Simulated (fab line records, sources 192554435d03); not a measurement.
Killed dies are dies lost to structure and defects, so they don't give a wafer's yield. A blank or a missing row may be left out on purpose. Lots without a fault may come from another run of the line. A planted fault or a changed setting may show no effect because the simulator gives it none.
fab line records | flow n5_finfet
record lots=7 wafers=20 last_day=18
route steps=1938 shown STI_FIN_REVEAL@184
lots that met no fault: from a run of the same line without faults
start_h: hours from the record's first day to the start of the lot's first wafer shown | wait_h: hours since the lot's step before | " the same as in the row above | L1.1+2: a row that stands for several wafers | - no value, or no start given | * or withheld: withheld | < > ~ a bound
route shown NAME@n: a module of which the file shows steps, and the number in the route of the first | usual: mean/standard deviation of fault-free wafers | same: alike in all rows | chamber/n: place in a boat | sites: the reading at each site | _std_site: their standard deviation | _edge_site: outer sites' mean less inner sites' | radius_mm: how far each site lies from the wafer's centre | mask NAME#n: copy n | behind: the tool/chamber that last shaped the wafer | hold: why the lot was held/for how many hours/how that ended | device: the transistor (n, p or np) that didn't switch | end of line: the same wafers' tests at the end of the route | a step without rows: its recipe alone | killed: dies lost to structure and defects at the first sort, not the wafer's yield | map: a wafer's dies, x killed, . not, _ none there
set.NAME: the setting as run; set.NAME@STEP: as run at that earlier step | model.NAME: the simulator's own value behind a step, which no gauge read
lots at some steps of the route; a table a step, a row a wafer
services: from which hour (start_h, from the record's first day; less than 0 if before it) a tool's chamber was out of use, for how many hours, and why
## steps
# step N5_STI_FIN_REVEAL_ALD_14
# recipe material=Si3N4 target_thk_a=30 temp_c=400 ald_precursor_family=SiH2I2 ald_co_reactant=N2/H2-plasma pressure_torr=2
# step N5_STI_FIN_REVEAL_FCVD_FILL_01
# recipe material=SiO2_flowable target_thk_a=3120 temp_c=100 pressure_torr=0.8 rf_w=2000 time_s=512.2
# step N5_STI_FIN_REVEAL_DENSIFY_02
# recipe temp_c=650 ambient=steam time_s=1800 idle_temp_c=400 densification_p_h2o_torr=640
# step N5_STI_FIN_REVEAL_CMP_04
# recipe stop_on=Si3N4 t_overpolish_s=4 down_force_psi=2 platen_rpm=54.18 post_cmp_clean=alkaline_brush pad_velocity_m_s=1.078 target_thk_nm=131.83
# usual motor_current_A=8.1/1.1 overpolish_run_s=4.001/0.0095 time_to_endpoint_s=106/5.9
# columns lot.wafer tool chamber start_h wait_h motor_current_A overpolish_run_s time_to_endpoint_s
L889.1 cmp-02 2 35.94 0.1 7.6 3.979 107
L889.4 " 3 " " 7.8 3.981 111
L889.5 " 0 " " 9.0 4.003 111
L893.4 cmp-03 2 61.42 0.1 8.4 4.008 100
L893.5 " 0 " " 10.6 3.983 95
L893.6 " 1 " " 8.0 4.016 100
L896.3 cmp-03 1 74.29 0.1 7.8 4.018 101
L896.1 " 2 " " 8.6 3.998 107
L897.3 cmp-02 0 81.93 0.0 8.5 4.011 106
L897.2 " 2 " " 7.7 3.997 105
L897.1 " 3 " " 8.5 3.979 103
L899.3 cmp-02 3 95.82 0.1 8.0 3.991 115
L899.2 " 1 " " 7.1 4.001 115
L899.5 " 3 " " 8.3 3.997 115
L904.3 cmp-03 1 123.25 0.0 7.9 3.990 107
L904.1 " 2 " " 8.3 4.015 107
L904.6 " 1 " " 8.2 3.991 108
L907.2 cmp-02 3 142.95 0.0 8.1 3.997 96
L907.3 " 0 " " 8.9 4.013 97
L907.1 " 1 " " 7.2 4.004 98
# step N5_STI_FIN_REVEAL_THK_MEAS_05
# usual thk_nm=131.9/1.1
# columns lot.wafer tool chamber start_h wait_h thk_nm
L889.1 film_metro-01 - 36.16 - 130.7
L889.4 " - " " 131.9
L889.5 " - " " 133.3
L893.4 film_metro-02 - 61.64 - 131.7
L893.5 " - " " 130.5
L893.6 " - " " 131.1
L896.1 film_metro-02 - 74.55 - 133.3
L896.3 " - " " 132.0
L897.1 film_metro-02 - 82.22 - 131.1
L897.2 " - " " 130.9
L897.3 " - " " 132.9
L899.2 film_metro-01 - 96.08 - 133.2
L899.3 " - " " 134.4
L899.5 " - " " 133.2
L904.1 film_metro-01 - 123.54 - 130.0
L904.3 " - " " 129.8
L904.6 " - " " 130.2
L907.1 film_metro-02 - 143.25 - 132.0
L907.2 " - " " 131.0
L907.3 " - " " 131.4
# step N5_STI_FIN_REVEAL_DENSIFY_30
# recipe temp_c=* time_s=* ambient=N2 idle_temp_c=600 ramp_up_c_per_s=150 ramp_down_c_per_s=60 cool_to_c=600
# step N5_STI_FIN_REVEAL_ETCHBACK_08
# recipe chemistry=C4F6/O2 target=SiO2 target_depth_a=305 time_s=10.167 ion_energy_ev=250 pressure_mtorr=30 source_w=345 bias_w=185 Ar_flow_sccm=300 C4F6_flow_sccm=10 O2_flow_sccm=10
# usual drypump_motor_current_A=5.67/0.26 oes_product_au=0.81/0.11 rf_vpp_V=668/13 showerhead_plenum_p_Torr=2.90/0.1 throttle_valve_pct=21.13/0.24
# columns lot.wafer tool chamber start_h wait_h drypump_motor_current_A oes_product_au rf_hours_counter_h rf_vpp_V showerhead_plenum_p_Torr throttle_valve_pct
L889.1 rie_diel-06 1 36.40 0.2 5.61 0.93 23 679 2.81 20.93
L889.4 " 1 " " 5.62 0.93 - 679 2.81 20.93
L889.5 " 3 " " 5.27 0.73 - 655 2.95 21.02
L893.4 rie_diel-04 0 61.93 0.1 5.50 0.71 189 677 2.84 21.08
L893.5 " 1 " " 6.05 0.68 - 665 2.91 21.37
L893.6 " 2 " " 5.45 0.72 - 657 2.72 21.59
L896.1 rie_diel-05 0 74.79 0.2 5.60 0.82 75 666 2.87 20.74
L896.3 " 1 " " 5.82 0.69 236 666 2.92 20.97
L897.1 rie_diel-05 1 82.53 0.3 5.79 0.69 239 666 2.92 20.97
L897.2 " 3 " " 5.89 0.70 218 649 2.84 21.47
L897.3 " 2 " " 6.13 0.90 35 657 2.89 21.28
L899.2 rie_diel-06 3 96.35 0.2 5.27 0.71 224 655 2.94 21.07
L899.3 " 1 " " 5.63 0.89 47 678 2.80 20.96
L899.5 " 1 " " 5.62 0.89 - 678 2.80 20.96
L904.1 rie_diel-05 3 123.78 0.2 5.88 0.69 232 649 2.83 21.47
L904.3 " 0 " " 5.57 0.81 93 667 2.86 20.78
L904.6 " 2 " " 6.15 0.86 - 659 2.89 21.31
L907.1 rie_diel-04 0 143.96 0.5 5.41 0.69 217 676 2.83 21.13
L907.2 " 2 " " 5.45 0.70 207 658 2.71 21.66
L907.3 " 3 " " 6.00 0.90 31 694 3.03 21.18
# step N5_STI_FIN_REVEAL_STRIP_24
# recipe chemistry=N2/H2 time_s=90 power_w=100 temp_c=40 pressure_mtorr=100 rf_frequency_hz=6e+07 bias_power_w=3 n2_flow_sccm=300 h2_flow_sccm=300
# usual drypump_motor_current_A=5.68/0.26 oes_product_au=0.81/0.11 rf_vpp_V=45.5/0.92 showerhead_plenum_p_Torr=3.43/0.12 throttle_valve_pct=12.15/0.29
# columns lot.wafer tool chamber start_h wait_h drypump_motor_current_A oes_product_au rf_hours_counter_h rf_vpp_V showerhead_plenum_p_Torr throttle_valve_pct
L889.1 rie_diel-06 1 36.43 0.0 5.62 0.91 23 44.8 3.32 11.94
L889.4 " 1 " " 5.62 0.92 - 44.7 3.32 11.93
L889.5 " 3 " " 5.28 0.72 - 44.6 3.48 12.18
L893.4 rie_diel-04 0 61.96 0.0 5.51 0.71 189 45.5 3.35 12.23
L893.5 " 1 " " 6.05 0.67 - 45.3 3.47 12.50
L893.6 " 2 " " 5.44 0.71 - 44.8 3.24 12.62
L896.1 rie_diel-05 0 74.83 0.0 5.61 0.82 75 46.7 3.41 11.86
L896.3 " 1 " " 5.81 0.69 236 46.8 3.46 12.18
L897.1 rie_diel-05 1 82.57 0.0 5.82 0.69 239 45.0 3.46 12.16
L897.2 " 3 " " 5.87 0.70 218 45.8 3.35 12.57
L897.3 " 2 " " 6.12 0.89 35 46.4 3.44 12.20
L899.2 rie_diel-06 3 96.39 0.0 5.28 0.70 224 45.8 3.47 12.25
L899.3 " 1 " " 5.63 0.87 47 45.8 3.31 11.99
L899.5 " 1 " " 5.61 0.87 - 43.5 3.31 12.00
L904.1 rie_diel-05 3 123.82 0.0 5.97 0.69 232 43.5 3.34 12.63
L904.3 " 0 " " 5.57 0.80 93 44.6 3.40 11.86
L904.6 " 2 " " 6.18 0.87 - 45.7 3.43 12.22
L907.1 rie_diel-04 0 144.00 0.0 5.49 0.68 217 45.1 3.34 12.31
L907.2 " 2 " " 5.46 0.69 207 44.8 3.23 12.67
L907.3 " 3 " " 6.03 0.90 31 46.3 3.60 12.02
# step N5_STI_FIN_REVEAL_PRECLEAN_25
# recipe chemistry=SPM time_s=90 temp_c=120 mix=4:1
# step N5_STI_FIN_REVEAL_PRECLEAN_26
# recipe chemistry=SC1 time_s=45 temp_c=46 mix=1:2:100
# step N5_STI_FIN_REVEAL_PRECLEAN_29
# recipe chemistry=DHF time_s=30 temp_c=25 dilution=300:1
# step N5_STI_FIN_REVEAL_SRD_12
# recipe time_s=30 temp_c=23 rinse_liquid=diw dry=ipa_marangoni
# step N5_STI_FIN_REVEAL_RECESS_09
# recipe chemistry=HF/NH3 target=SiO2 afs_cycles=11 target_depth_a=425 temp_c=30 sublimation_temp_c=180 sublimation_time_s=60
# usual drypump_motor_current_A=5.4/0.32 temp_c=30.00/0.11
# columns lot.wafer tool chamber start_h wait_h drypump_motor_current_A temp_c
L889.1 vapor_etch-01 0 36.66 0.0 5.7 30.03
L889.4 " 1 " " 5.1 30.01
L889.5 " 0 " " 5.7 30.17
L893.4 vapor_etch-02 0 62.71 0.6 5.0 29.85
L893.5 " 0 " " 5.1 30.00
L893.6 " 1 " " 5.7 30.05
L896.1 vapor_etch-02 1 75.04 0.0 5.7 27.78
L896.3 " 1 " " 5.7 27.65
L897.1 vapor_etch-02 0 82.78 0.0 5.0 30.05
L897.2 " 1 " " 5.7 27.46
L897.3 " 1 " " 5.7 27.60
L899.2 vapor_etch-02 1 96.61 0.0 5.7 27.59
L899.3 " 0 " " 5.0 30.04
L899.5 " 1 " " 5.7 27.74
L904.1 vapor_etch-01 1 124.04 0.0 5.1 29.99
L904.3 " 0 " " 5.7 29.94
L904.6 " 1 " " 5.1 29.94
L907.1 vapor_etch-01 1 144.23 0.0 5.1 30.00
L907.2 " 0 " " 5.8 30.04
L907.3 " 0 " " 5.7 29.77
# step N5_STI_FIN_REVEAL_STRIP_16
# recipe chemistry=H3PO4 material=SiNx temp_c=165 target_depth_a=238 overetch_fraction=0.4964 dry=ipa_marangoni
# step N5_STI_FIN_REVEAL_PRECLEAN_17
# recipe chemistry=NF3:NH3 afs_cycles=1 temp_c=30 time_s=20 sublimation_temp_c=180 sublimation_time_s=60 pressure_torr=3 rf_power_w=30
# step N5_STI_FIN_REVEAL_ETCH_34
# recipe chemistry=H2 mode=isotropic material=Si target=Si target_depth_a=9.7 temp_c=20 pressure_mtorr=4.5 icp_w=300 bias_w=0 h2_flow_sccm=7.5 he_flow_sccm=142.5
# step N5_STI_FIN_REVEAL_OXIDATION_31
# recipe chemistry=O2_PLASMA_REMOTE temp_c=150 time_s=20 pressure_mtorr=1000 source_power_w=2000 o2_flow_sccm=3000
# usual drypump_motor_current_A=5.43/0.12 heater_power_w=144/4.3
# columns lot.wafer tool chamber start_h wait_h drypump_motor_current_A heater_power_w rf_hours_counter_h
L889.1 plasma_asher-01 0 39.34 0.0 5.59 144 27
L889.4 " 0 " " 5.61 147 -
L889.5 " 1 " " 5.28 139 -
L893.4 plasma_asher-02 1 64.36 0.1 5.37 148 -
L893.5 " 1 " " 5.39 146 -
L893.6 " 0 " " 5.45 146 -
L896.1 plasma_asher-02 0 77.19 0.0 5.44 150 82
L896.3 " 0 " " 5.45 149 -
L897.1 plasma_asher-01 1 84.93 0.0 5.28 137 38
L897.2 " 0 " " 5.61 143 38
L897.3 " 0 " " 5.61 144 -
L899.2 plasma_asher-02 1 98.77 0.0 5.38 146 86
L899.3 " 1 " " 5.38 144 -
L899.5 " 0 " " 5.45 148 -
L904.1 plasma_asher-02 1 126.19 0.0 5.39 144 92
L904.3 " 0 " " 5.39 146 -
L904.6 " 1 " " 5.39 141 -
L907.1 plasma_asher-01 0 146.41 0.0 5.59 150 47
L907.2 " 1 " " 5.28 138 47
L907.3 " 1 " " 5.28 138 -
# step N5_STI_FIN_REVEAL_PRECLEAN_32
# recipe chemistry=NF3:NH3 afs_cycles=1 temp_c=30 time_s=20 sublimation_temp_c=180 sublimation_time_s=60 pressure_torr=3 rf_power_w=30
# step N5_STI_FIN_REVEAL_STRIP_35
# recipe chemistry=H3PO4 material=Si3N4 temp_c=165 target_depth_a=40 time_s=39
# step N5_STI_FIN_REVEAL_SRD_21
# recipe dry=ipa_marangoni time_s=30 temp_c=23 rinse_liquid=diw
# step N5_STI_FIN_REVEAL_OXIDATION_33
# recipe chemistry=O2_PLASMA_REMOTE temp_c=150 time_s=20 pressure_mtorr=1000 source_power_w=2000 o2_flow_sccm=3000
# usual drypump_motor_current_A=5.42/0.11 heater_power_w=144/4.2
# columns lot.wafer tool chamber start_h wait_h drypump_motor_current_A heater_power_w rf_hours_counter_h
L889.1 plasma_asher-02 0 39.69 0.0 5.41 150 74
L889.4 " 1 " " 5.41 148 -
L889.5 " 1 " " 5.40 143 -
L893.4 plasma_asher-02 1 64.72 0.0 5.39 147 -
L893.5 " 0 " " 5.45 145 -
L893.6 " 1 " " 5.40 144 -
L896.1 plasma_asher-01 1 77.55 0.0 5.27 140 37
L896.3 " 0 " " 5.61 150 -
L897.1 plasma_asher-01 1 85.29 0.0 5.28 141 38
L897.2 " 0 " " 5.62 146 38
L897.3 " 1 " " 5.27 135 -
L899.2 plasma_asher-01 0 99.12 0.0 5.60 149 41
L899.3 " 1 " " 5.28 138 -
L899.5 " 1 " " 5.27 137 -
L904.1 plasma_asher-01 0 126.54 0.0 5.60 146 46
L904.3 " 1 " " 5.29 135 -
L904.6 " 1 " " 5.28 140 -
L907.1 plasma_asher-01 0 146.76 0.0 5.56 144 47
L907.2 " 1 " " 5.29 141 47
L907.3 " 1 " " 5.30 138 -
# step N5_STI_FIN_REVEAL_CLEAN_19
# recipe chemistry=O3/DIW temp_c=25 time_s=120 o3_ppm=10
# step N5_STI_FIN_REVEAL_SRD_23
# recipe dry=ipa_marangoni time_s=30 temp_c=23 rinse_liquid=diw
# step N5_STI_FIN_REVEAL_CD_MEAS_22
# recipe target_cd_nm=6.238 pitch_nm=28 polarity=line
# usual cd_nm=6.23/0.24
# columns lot.wafer tool chamber start_h wait_h cd_nm
L889.1 cd_sem-01 - 39.85 0.0 6.40
L889.4 " - " " 5.93
L889.5 " - " " 6.33
L893.4 cd_sem-02 - 64.86 0.0 5.95
L893.5 " - " " 6.13
L893.6 " - " " 6.46
L896.1 cd_sem-01 - 77.71 0.0 6.33
L896.3 " - " " 6.18
L897.1 cd_sem-03 - 85.45 0.0 6.23
L897.2 " - " " 6.32
L897.3 " - " " 6.44
L899.2 cd_sem-02 - 99.28 0.0 6.03
L899.3 " - " " 6.32
L899.5 " - " " 5.92
L904.1 cd_sem-03 - 126.70 0.0 6.11
L904.3 " - " " 6.36
L904.6 " - " " 5.93
L907.1 cd_sem-02 - 146.92 0.0 6.00
L907.2 " - " " 6.22
L907.3 " - " " 7.01
# step N5_STI_FIN_REVEAL_FIN_H_MEAS_10
# usual trench_depth_nm=52.0/0.71
# columns lot.wafer tool chamber start_h wait_h trench_depth_nm
L889.1 ocd-01 - 39.89 0.0 51.8
L889.4 " - " " 52.2
L889.5 " - " " 51.8
L893.4 ocd-02 - 64.89 0.0 50.7
L893.5 " - " " 50.5
L893.6 " - " " 51.1
L896.1 ocd-01 - 77.74 0.0 54.1
L896.3 " - " " 54.5
L897.1 ocd-02 - 85.48 0.0 51.4
L897.2 " - " " 54.3
L897.3 " - " " 55.6
L899.2 ocd-01 - 99.31 0.0 55.1
L899.3 " - " " 51.9
L899.5 " - " " 55.3
L904.1 ocd-02 - 126.73 0.0 50.6
L904.3 " - " " 51.3
L904.6 " - " " 51.3
L907.1 ocd-01 - 146.95 0.0 51.8
L907.2 " - " " 52.3
L907.3 " - " " 53.3
# step N5_STI_FIN_REVEAL_PRECLEAN_18
# recipe chemistry=SC2 time_s=45 temp_c=35 mix=1:1:50
## services
# columns tool chamber start_h hours kind
rie_diel-06 0 17.07 - clean
rie_diel-06 0 17.07 - consumable_replace:focus_ring
rie_diel-06 0 17.07 - consumable_replace:showerhead
rie_diel-06 0 17.07 21.4 scheduled_down
rie_diel-06 - 19.24 2.8 pm
rie_diel-05 1 25.53 12.9 repair
cmp-02 - 29.27 3.0 pm
rie_diel-05 2 33.92 5.1 repair
rie_diel-05 3 34.05 15.0 repair
plasma_asher-02 - 41.10 2.8 pm
rie_diel-04 1 43.45 2.5 repair
rie_diel-04 - 48.49 0.8 repair
rie_diel-05 1 51.58 5.4 repair
plasma_asher-01 - 79.42 4.2 repair
rie_diel-05 3 87.35 1.4 repair
cmp-03 - 91.35 1.0 repair
cmp-02 - 110.64 4.0 pm
rie_diel-05 1 117.01 - clean
rie_diel-05 1 117.01 - consumable_replace:focus_ring
rie_diel-05 1 117.01 21.5 scheduled_down
rie_diel-05 1 117.01 21.5 vent_cycle
rie_diel-04 0 120.85 5.2 repair
plasma_asher-01 - 129.65 14.6 pm
cmp-02 - 132.78 1.0 repair
## key
first_sign step=N5_STI_FIN_REVEAL_RECESS_09 reading=temp_c direction=down sigmas=22 usual=* struck=*
effect step=N5_STI_FIN_REVEAL_FIN_H_MEAS_10 reading=trench_depth_nm direction=up sigmas=4 usual=52.0 struck=54.8
met_at N5_STI_FIN_REVEAL_RECESS_09
struck_wafers L896.1,L896.3,L897.2,L897.3,L899.2,L899.5
rows_end L896.1,L896.3,L899.2,L899.5
tester_left_out L897
onset_between 62.71 75.04
fault kind=process_parameter_drift tool=vapor_etch-02 chamber=1 onset_h=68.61 steps=N5_STI_FIN_REVEAL_RECESS_09 channel=temp_c offset=* shape=step acts_in=* stated=*
# tester_left_out: of these lots the tester's yield and bins aren't shown, on N5 and GAA mostly nor the transistor test; their killed dies are dies lost to structure and defects alone, not to doping, threshold or leakage, so they don't give the yield
# rows_end: these wafers met a further fault down the route, and their rows from its step on are left out
